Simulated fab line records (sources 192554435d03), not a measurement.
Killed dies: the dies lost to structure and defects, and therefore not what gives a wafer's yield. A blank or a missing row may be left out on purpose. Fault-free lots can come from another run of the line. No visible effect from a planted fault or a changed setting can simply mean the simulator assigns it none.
Split-lot study + flow n5-finfet + 39 wafers read across 7 lots, on a route 1938 steps long

ABOUT THE SPLIT
At N5_DUMMY_GATE_ETCH_37 (etches SOC in N2/H2, target depth 60 nm, overetch 30 nm), the setting source-w was moved away from the recipe's 840 W on 18 of the 39 wafers read, by -12.0% to +17.0%. For the rest of the wafers, this setting stayed at what the recipe calls for.

The split's own step is where the reading is taken.

THE READING
rf-vpp-V, in V, at N5_DUMMY_GATE_ETCH_37 (etches SOC in N2/H2, target depth 60 nm, overetch 30 nm). A value of 524.5 V with a standard deviation of 1.8 V is what fault-free wafers of this fab line usually give.

| wafer  | tool, chamber at the split | source-w as run, W | against the recipe | rf-vpp-V, V | against lot-mates on the recipe |
|--------|----------------------------|--------------------|--------------------|-------------|---------------------------------|
| L080.3 | rie-diel-02, 2             | 840                | recipe             | 525.2       | -                               |
| L080.5 | rie-diel-02, 0             | 840                | recipe             | 520.3       | -                               |
| L080.6 | rie-diel-02, 3             | 840                | recipe             | 527.9       | -                               |
| L081.1 | rie-diel-05, 2             | 911.1              | +8.5%              | 512.0       | -12.8                           |
| L081.2 | rie-diel-05, 0             | 840                | recipe             | 527.4       | -                               |
| L081.3 | rie-diel-05, 1             | 840                | recipe             | 523.6       | -                               |
| L081.4 | rie-diel-05, 3             | 911.1              | +8.5%              | 509.4       | -15.4                           |
| L081.5 | rie-diel-05, 0             | 911.1              | +8.5%              | 513.5       | -11.3                           |
| L081.6 | rie-diel-05, 3             | 840                | recipe             | 523.3       | -                               |
| L084.1 | rie-diel-04, 0             | 980.8              | +16.8%             | 497.7       | -26.7                           |
| L084.2 | rie-diel-04, 1             | 840                | recipe             | 522.3       | -                               |
| L084.3 | rie-diel-04, 2             | 840                | recipe             | 525.4       | -                               |
| L084.4 | rie-diel-04, 1             | 980.8              | +16.8%             | 495.0       | -29.4                           |
| L084.5 | rie-diel-04, 0             | 980.8              | +16.8%             | 498.4       | -26.0                           |
| L084.6 | rie-diel-04, 2             | 840                | recipe             | 525.5       | -                               |
| L086.1 | rie-diel-05, 1             | 840                | recipe             | 524.7       | -                               |
| L086.2 | rie-diel-05, 3             | 738.9              | -12.0%             | 546.0       | +21.1                           |
| L086.3 | rie-diel-05, 2             | 840                | recipe             | 525.7       | -                               |
| L086.4 | rie-diel-05, 0             | 738.9              | -12.0%             | 549.3       | +24.4                           |
| L086.5 | rie-diel-05, 1             | 840                | recipe             | 524.2       | -                               |
| L086.6 | rie-diel-05, 2             | 738.9              | -12.0%             | 549.3       | +24.4                           |
| L091.1 | rie-diel-04, 1             | 840                | recipe             | 522.3       | -                               |
| L091.2 | rie-diel-04, 2             | 982.8              | +17.0%             | 498.1       | -27.0                           |
| L091.3 | rie-diel-04, 3             | 840                | recipe             | 526.9       | -                               |
| L091.4 | rie-diel-04, 0             | 982.8              | +17.0%             | 497.6       | -27.5                           |
| L091.5 | rie-diel-04, 2             | 840                | recipe             | 526.1       | -                               |
| L091.6 | rie-diel-04, 3             | 982.8              | +17.0%             | 498.6       | -26.5                           |
| L094.1 | rie-diel-04, 0             | 979.9              | +16.7%             | 496.9       | -27.1                           |
| L094.2 | rie-diel-04, 1             | 840                | recipe             | 521.8       | -                               |
| L094.3 | rie-diel-04, 2             | 840                | recipe             | 524.3       | -                               |
| L094.4 | rie-diel-04, 3             | 840                | recipe             | 526.0       | -                               |
| L094.5 | rie-diel-04, 0             | 979.9              | +16.7%             | 497.6       | -26.4                           |
| L094.6 | rie-diel-04, 3             | 979.9              | +16.7%             | 497.6       | -26.4                           |
| L097.1 | rie-diel-05, 0             | 840                | recipe             | 525.4       | -                               |
| L097.2 | rie-diel-05, 2             | 840                | recipe             | 525.2       | -                               |
| L097.3 | rie-diel-05, 3             | 752.6              | -10.4%             | 541.7       | +17.6                           |
| L097.4 | rie-diel-05, 1             | 752.6              | -10.4%             | 542.8       | +18.7                           |
| L097.5 | rie-diel-05, 2             | 752.6              | -10.4%             | 546.1       | +22.0                           |
| L097.6 | rie-diel-05, 3             | 840                | recipe             | 521.6       | -                               |

FIT RESULTS
A straight line over all 39 wafers: rf-vpp-V changes by -1.69 V for each +1% of source-w; r = -0.99; the points scatter about the line by 2.1 V.
The same after taking each lot's own level away (the mean of its wafers on the recipe; 39 wafers): -1.69 V for each +1%; r = -0.99; scatter 2 V.
According to that fit, moving source-w by its largest amount changes the reading by 29 V.
Measured against the standard deviation above, the lots' own levels, which go from 524.03 to 525.10 V, span 0.6 times it.
Consequently the slope shifts little with the lot-to-lot level, the two slopes agreeing.
Check: with one of the wafers moved furthest among these (+17.0%) left out of the fit, the line predicts -28.1 V for it against its lot-mates. It came out at -27 V against them.
Tool readings at the split's step, against how far the setting was moved: rf-vpp-V r = -0.99.

THE FILE'S OWN FIT
rf-vpp-V changes by -1.67 V for each +1% of source-w, r = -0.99.
